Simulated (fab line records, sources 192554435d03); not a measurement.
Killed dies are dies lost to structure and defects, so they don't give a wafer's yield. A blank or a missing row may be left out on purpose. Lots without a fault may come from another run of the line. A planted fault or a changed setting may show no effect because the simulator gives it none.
Chamber matching | flow n5_finfet | N5_BEOL_M1_ETCHBACK_99 on rie_diel-01: 4 sister chambers
The step etches SiO2 in CHF3, target depth 5 nm, time 10.4 s. 20 wafers are shown with their chamber, then 10 later ones without.

WAFERS WITH THEIR CHAMBER
wafer  | chamber | drypump_motor_current_A (A) | showerhead_plenum_p_Torr (Torr) | throttle_valve_pct (%)
L074.2 | 3       | 4.9                         | 2.22                            | 17.11
L074.5 | 2       | 6.3                         | 2.23                            | 17.35
L074.6 | 3       | 4.9                         | 2.22                            | 17.12
L078.1 | 1       | 5.8                         | 2.29                            | 16.83
L078.3 | 0       | 6.0                         | 2.20                            | 17.26
L078.6 | 1       | 5.8                         | 2.29                            | 16.81
L081.1 | 3       | 4.9                         | 2.22                            | 17.15
L081.4 | 2       | 6.3                         | 2.23                            | 17.38
L081.6 | 3       | 4.9                         | 2.22                            | 17.13
L087.2 | 1       | 5.8                         | 2.28                            | 16.86
L087.5 | 3       | 4.9                         | 2.22                            | 16.71
L087.6 | 1       | 5.8                         | 2.28                            | 16.87
L090.1 | 1       | 5.8                         | 2.28                            | 16.86
L090.2 | 3       | 4.9                         | 2.22                            | 16.74
L090.3 | 2       | 6.4                         | 2.22                            | 17.43
L090.4 | 0       | 6.0                         | 2.20                            | 16.85
L090.5 | 2       | 6.4                         | 2.22                            | 17.43
L090.6 | 1       | 5.8                         | 2.28                            | 16.86
L091.4 | 3       | 4.9                         | 2.21                            | 16.74
L091.5 | 1       | 5.8                         | 2.28                            | 16.86

SIGNATURES (means of the wafers above)
reading                  | chamber 0 | chamber 1 | chamber 2 | chamber 3 | scatter within a chamber
drypump_motor_current_A  | 6.000     | 5.800     | 6.350     | 4.900     | 0.025
showerhead_plenum_p_Torr | 2.2000    | 2.2829    | 2.2250    | 2.2186    | 0.00453
throttle_valve_pct       | 17.0550   | 16.8500   | 17.3975   | 16.9571   | 0.151
Rule: a wafer's distance from a chamber is the root of the sum, over the readings, of the square of ((its reading less the chamber's mean) divided by the reading's scatter). The wafer belongs to the nearest chamber; if the next one is less than 2 further off, it can't be placed. The scatter: the root of (the sum of the squares of (reading less its chamber's mean) over the shown wafers, divided by (wafers less chambers)).

WAFERS WITHOUT THEIR CHAMBER
wafer  | drypump_motor_current_A (A) | showerhead_plenum_p_Torr (Torr) | throttle_valve_pct (%)
L091.6 | 6.0                         | 2.20                            | 16.85
L093.1 | 5.8                         | 2.28                            | 16.87
L093.4 | 6.0                         | 2.20                            | 16.85
L093.5 | 4.9                         | 2.21                            | 16.75
L096.1 | 6.0                         | 2.20                            | 16.87
L096.2 | 5.8                         | 2.27                            | 16.91
L096.3 | 4.9                         | 2.21                            | 16.74
L096.4 | 5.8                         | 2.27                            | 16.89
L096.5 | 4.9                         | 2.21                            | 16.75
L096.6 | 6.0                         | 2.19                            | 16.85

WHICH CHAMBER EACH WENT THROUGH
wafer  | from the rows above | in truth
L091.6 | 0                   | 0
L093.1 | 1                   | 1
L093.4 | 0                   | 0
L093.5 | 3                   | 3
L096.1 | 0                   | 0
L096.2 | 1                   | 1
L096.3 | 3                   | 3
L096.4 | 1                   | 1
L096.5 | 3                   | 3
L096.6 | 0                   | 0
Placed correctly: 10 of 10. Can't be placed from these rows: 0. Placed wrongly: 0.
